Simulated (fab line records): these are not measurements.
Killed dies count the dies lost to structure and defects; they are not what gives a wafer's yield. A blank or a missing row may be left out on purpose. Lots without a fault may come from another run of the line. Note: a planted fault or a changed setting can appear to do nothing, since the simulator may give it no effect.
Split-lot trial    flow n5-finfet    21 wafers read from 7 lots, route of 1938 steps

== SPLIT DETAILS ==
At N5_SDB_COAT_05 (resist thk 90 nm), the setting spin-rpm was moved away from the recipe's 1500 rpm on 8 of the 21 wafers read, by -6.2% to +10.2%. This setting was run at the recipe's value on the other wafers.

== FROM THE SPLIT TO THE READING: what the file shows between them, 4 steps ==
- N5_SDB_EBR_07
- N5_SDB_SOFTBAKE_06: time 60 s
- N5_SDB_EXPOSE_08: exposes mask SDB
- N5_SDB_PEB_09: peb time 60 s

== THE READING ==
CAR-ArF_of_SDB_COAT_05.thk-nm (the simulator's own value, which no gauge read), in nm, at N5_SDB_DEVELOP_10 (develop time 30 s). No usual value for it is given in the file. Across the 13 wafers here that went through the recipe, the average is 88.2 nm and the standard deviation 0.17 nm.

wafer   tool, chamber at the split  spin-rpm as run, rpm  against the recipe  CAR-ArF_of_SDB_COAT_05.thk-nm, nm  against lot-mates on the recipe
L077.1  litho-track-05, 0           1583                  +5.5%               85.6                               no lot-mate on the recipe
L077.3  litho-track-05, 0           1583                  +5.5%               85.4                               no lot-mate on the recipe
L077.5  litho-track-05, 0           1583                  +5.5%               85.8                               no lot-mate on the recipe
L082.1  litho-track-05, 0           1407                  -6.2%               91                                 +2.9
L082.3  litho-track-05, 0           1500                  recipe              88                                 -
L082.5  litho-track-05, 0           1500                  recipe              88.2                               -
L087.2  litho-track-01, 0           1500                  recipe              88.2                               -
L087.3  litho-track-01, 0           1500                  recipe              88                                 -
L087.5  litho-track-01, 0           1500                  recipe              88                                 -
L092.3  litho-track-04, 0           1500                  recipe              87.8                               -
L092.4  litho-track-04, 0           1445                  -3.7%               89.6                               +1.8
L092.6  litho-track-04, 0           1445                  -3.7%               89.8                               +2.0
L094.1  litho-track-01, 0           1500                  recipe              88.4                               -
L094.3  litho-track-01, 0           1500                  recipe              88.2                               -
L094.4  litho-track-01, 0           1500                  recipe              88.2                               -
L095.1  litho-track-05, 0           1500                  recipe              88.2                               -
L095.2  litho-track-05, 0           1641                  +9.4%               84.4                               -3.9
L095.3  litho-track-05, 0           1500                  recipe              88.4                               -
L097.3  litho-track-04, 0           1653                  +10.2%              84                                 -4.3
L097.4  litho-track-04, 0           1500                  recipe              88.2                               -
L097.6  litho-track-04, 0           1500                  recipe              88.4                               -

THE FIT
A straight line over all 21 wafers: CAR-ArF_of_SDB_COAT_05.thk-nm changes by -0.427 nm for each +1% of spin-rpm; r = -0.99; the points scatter about the line by 0.2 nm.
The same after taking each lot's own level away (the mean of its wafers on the recipe; 18 wafers): -0.438 nm for each +1%; r = -1.00; scatter 0.15 nm.
The reading moves by 4.5 nm for the largest change in spin-rpm, on that fit.
The span of the lots' own levels, 87.80 to 88.30 nm, comes to 2.9 times the standard deviation stated above.
Consequently the slope shifts little with the lot-to-lot level, the two slopes agreeing.
Check: for one of the wafers moved furthest among these (+10.2%), held out of the fit, the line's prediction against its lot-mates is -4.48 nm. It came out at -4.3 nm against them.

== ADDITIONAL SPLITS CARRIED BY THESE WAFERS ==
Other splits were also applied to these wafers ahead of the reading. Each is held against what the fit with the lots' levels taken away leaves over:
other split on the same wafers  wafers away from the commonest value  r with CAR-ArF_of_SDB_COAT_05.thk-nm (lot level and that fit taken away)
N5_SD_EPI_N_DESCUM_14 time-s    9                                     -0.27

== THE WHOLE CHAIN: every reading that the file lists as answering this split, in the file's order ==
step               what it does       reading                                                                         change (the file's fit)                r (the file's)
N5_SDB_COAT_05     resist thk 90 nm   CAR-ArF_of_SDB_COAT_05.thk-nm (the simulator's own value, which no gauge read)  -0.422 nm for each +1% of the setting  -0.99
N5_SDB_DEVELOP_10  develop time 30 s  CAR-ArF_of_SDB_COAT_05.thk-nm (the simulator's own value, which no gauge read)  -0.432 nm for each +1% of the setting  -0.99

== FILE'S OWN FIT ==
CAR-ArF_of_SDB_COAT_05.thk-nm changes by -0.432 nm for each +1% of spin-rpm, r = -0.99.
